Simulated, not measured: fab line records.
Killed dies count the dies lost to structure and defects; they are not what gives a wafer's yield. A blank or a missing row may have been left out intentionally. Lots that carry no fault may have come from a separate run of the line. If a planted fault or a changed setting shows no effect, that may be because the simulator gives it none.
Split-lot study | flow n5_finfet | 39 wafers read from 7 lots, route of 1938 steps

## THE SPLIT ITSELF
At N5_BEOL_M4_TRENCH_ETCH_37 (etches SiOC in C4F6/O2, target depth 55.555 nm, time 29.2 s), the setting target_depth_a was moved away from the recipe's 555.55 angstrom on 15 of the 39 wafers read, by -46.2% to +45.9%. The other wafers ran this setting at the recipe's value.

## FROM THE SPLIT TO THE READING: what the file shows between them, 8 steps
- N5_BEOL_M4_ETCH_41: etches SiCN in CH3F/O2, target depth 29.9 nm, time 52.5 s
- N5_BEOL_M4_STRIP_97: strips in N2/H2, time 10 s
- N5_BEOL_M4_OCD_MEAS_38
- N5_BEOL_M4_HM_STRIP_39: strips TiN in peroxide tin strip, target depth 25 nm, time 158 s
- N5_BEOL_M4_SRD_40: time 30 s
- N5_BEOL_M4_ECD_50: material Cu, target thk 300 nm
- N5_BEOL_M4_ANNEAL_51: time 90 s
- N5_BEOL_M4_CMP_52: polishes, stops on SiOC, t overpolish 6.8 s, target thk 40 nm

## THE READING
M4_THK, in nm, at N5_BEOL_M4_THK_MEAS_53 (measures by xrf). On this fab line, fault-free wafers typically give 40.0 nm with a standard deviation of 1.7 nm.

wafer  | tool, chamber at the split | target_depth_a as run, angstrom | against the recipe | M4_THK, nm | against lot-mates on the recipe
L074.1 | rie_diel-02, 1             | 719.1                           | +29.4%             | 55.8       | +16.5
L074.2 | rie_diel-02, 2             | 719.1                           | +29.4%             | 57.2       | +17.9
L074.3 | rie_diel-02, 0             | 719.1                           | +29.4%             | 56.1       | +16.8
L074.4 | rie_diel-02, 3             | 555.55                          | recipe             | 38.1       | -
L074.5 | rie_diel-02, 3             | 555.55                          | recipe             | 39.8       | -
L074.6 | rie_diel-02, 0             | 555.55                          | recipe             | 40.1       | -
L075.1 | rie_diel-01, 3             | 555.55                          | recipe             | 40.0       | -
L075.2 | rie_diel-01, 2             | 555.55                          | recipe             | 40.4       | -
L075.3 | rie_diel-01, 1             | 555.55                          | recipe             | 40.7       | -
L075.4 | rie_diel-01, 0             | 369.6                           | -33.5%             | 20.9       | -19.5
L075.5 | rie_diel-01, 0             | 369.6                           | -33.5%             | 21.5       | -18.9
L075.6 | rie_diel-01, 1             | 369.6                           | -33.5%             | 23.1       | -17.3
L085.1 | rie_diel-02, 0             | 555.55                          | recipe             | 38.6       | -
L085.2 | rie_diel-02, 3             | 555.55                          | recipe             | 40.7       | -
L085.3 | rie_diel-02, 1             | 555.55                          | recipe             | 38.9       | -
L085.4 | rie_diel-02, 2             | 555.55                          | recipe             | 41.4       | -
L085.5 | rie_diel-02, 1             | 555.55                          | recipe             | 39.3       | -
L085.6 | rie_diel-02, 2             | 555.55                          | recipe             | 40.2       | -
L082.1 | rie_diel-01, 1             | 555.55                          | recipe             | 39.1       | -
L082.4 | rie_diel-01, 3             | 555.55                          | recipe             | 37.8       | -
L082.5 | rie_diel-01, 2             | 555.55                          | recipe             | 38.7       | -
L088.1 | rie_diel-01, 1             | 555.55                          | recipe             | 39.0       | -
L088.2 | rie_diel-01, 3             | 810.4                           | +45.9%             | 61.1       | +22.7
L088.3 | rie_diel-01, 0             | 555.55                          | recipe             | 38.6       | -
L088.4 | rie_diel-01, 2             | 810.4                           | +45.9%             | 63.2       | +24.8
L088.5 | rie_diel-01, 3             | 810.4                           | +45.9%             | 60.3       | +21.9
L088.6 | rie_diel-01, 2             | 555.55                          | recipe             | 37.7       | -
L091.1 | rie_diel-06, 3             | 299.1                           | -46.2%             | 13.6       | -27.3
L091.2 | rie_diel-06, 2             | 299.1                           | -46.2%             | 16.2       | -24.7
L091.3 | rie_diel-06, 1             | 555.55                          | recipe             | 41.1       | -
L091.4 | rie_diel-06, 0             | 299.1                           | -46.2%             | 15.0       | -25.9
L091.5 | rie_diel-06, 0             | 555.55                          | recipe             | 41.8       | -
L091.6 | rie_diel-06, 1             | 555.55                          | recipe             | 39.9       | -
L095.1 | rie_diel-06, 1             | 401.8                           | -27.7%             | 23.7       | -16.9
L095.2 | rie_diel-06, 0             | 555.55                          | recipe             | 39.8       | -
L095.3 | rie_diel-06, 2             | 401.8                           | -27.7%             | 25.8       | -14.8
L095.4 | rie_diel-06, 3             | 401.8                           | -27.7%             | 25.1       | -15.5
L095.5 | rie_diel-06, 0             | 555.55                          | recipe             | 41.4       | -
L095.6 | rie_diel-06, 1             | 555.55                          | recipe             | 40.6       | -

FIT RESULTS
A straight line over all 39 wafers: M4_THK changes by +0.521 nm for each +1% of target_depth_a; r = +0.99; the points scatter about the line by 1.3 nm.
The same after taking each lot's own level away (the mean of its wafers on the recipe; 39 wafers): +0.545 nm for each +1%; r = +1.00; scatter 1.1 nm.
The reading moves by 25 nm for the largest change in target_depth_a, on that fit.
The span of the lots' own levels, 38.43 to 40.93 nm, comes to 1.5 times the standard deviation stated above.
Consequently the slope shifts little with the lot-to-lot level, the two slopes agreeing.
Check: for one of the wafers moved furthest among these (-46.2%), held out of the fit, the line's prediction against its lot-mates is -25.1 nm. Against them it came out at -27.3 nm.

## THE WHOLE CHAIN: every reading that the file lists as answering this split, in the file's order
step                      | what it does                                                  | reading                                                                          | change (the file's fit)                | r (the file's)
N5_BEOL_M4_TRENCH_ETCH_37 | etches SiOC in C4F6/O2, target depth 55.555 nm, time 29.2 s   | etch.depth_nm (the simulator's own value, which no gauge read)                   | +0.55 nm for each +1% of the setting   | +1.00
N5_BEOL_M4_TRENCH_ETCH_37 | etches SiOC in C4F6/O2, target depth 55.555 nm, time 29.2 s   | BEOL_M4.feature_depth_nm (the simulator's own value, which no gauge read)        | +0.55 nm for each +1% of the setting   | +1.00
N5_BEOL_M4_TRENCH_ETCH_37 | etches SiOC in C4F6/O2, target depth 55.555 nm, time 29.2 s   | TiN_of_BEOL_M4_HM_DEP_02.thk_nm (the simulator's own value, which no gauge read) | -0.0223 nm for each +1% of the setting | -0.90
N5_BEOL_M4_OCD_MEAS_38    |                                                               | trench_depth_nm                                                                  | +0.552 nm for each +1% of the setting  | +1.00
N5_BEOL_M4_CMP_52         | polishes, stops on SiOC, t overpolish 6.8 s, target thk 40 nm | Cu_of_BEOL_M4_ECD_50.thk_nm (the simulator's own value, which no gauge read)     | +0.548 nm for each +1% of the setting  | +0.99
N5_BEOL_M4_THK_MEAS_53    | measures by xrf                                               | M4_THK                                                                           | +0.546 for each +1% of the setting     | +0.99

## FILE'S OWN FIT
M4_THK changes by +0.546 nm for each +1% of target_depth_a, r = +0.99.
